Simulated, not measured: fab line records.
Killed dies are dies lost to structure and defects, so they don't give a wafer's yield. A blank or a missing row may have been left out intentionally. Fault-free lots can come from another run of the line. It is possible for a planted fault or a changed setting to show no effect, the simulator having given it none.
Matching of chambers -- flow n5_finfet -- N5_BEOL_M10_DEP_56 on pecvd-02: 3 sister chambers
The step deposits SiCN from 3MS/NH3, target thk 15 nm, time 26.5 s. 3 wafers are shown with their chamber, then 7 later ones without.

WAFERS, EACH WITH ITS CHAMBER
wafer,chamber,showerhead_plenum_p_Torr (Torr)
L084.1,1,3.688
L092.1,0,3.633
L092.2,2,3.684

WAFERS WITHOUT THEIR CHAMBER
wafer,showerhead_plenum_p_Torr (Torr)
L092.4,3.674
L095.2,3.635
L095.5,3.636
L095.6,3.691
L096.2,3.634
L096.5,3.676
L096.6,3.647

WHICH CHAMBER EACH ONE RAN IN
wafer,from the rows above,in truth
L092.4,can't be placed: 2 or 1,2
L095.2,0,0
L095.5,0,0
L095.6,can't be placed: 1 or 2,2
L096.2,0,0
L096.5,can't be placed: 2 or 1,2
L096.6,0,0
4 of 7 placed correctly. Unplaceable from these rows: 3, with the true chamber sitting among the candidates in 3. Number placed wrongly: 0.
How it was worked out, from the rows above alone: a wafer's distance from a chamber is the root of the sum, over the readings, of the square of ((its reading less the chamber's mean) divided by the reading's scatter). If the next closest chamber is less than 2 further off than the closest, the wafer can't be placed; otherwise it belongs to the closest. A chamber's mean is the mean of its shown wafers. The scatter: root of mean squared gap, hidden wafer to nearest shown wafer, with one shown wafer a chamber.
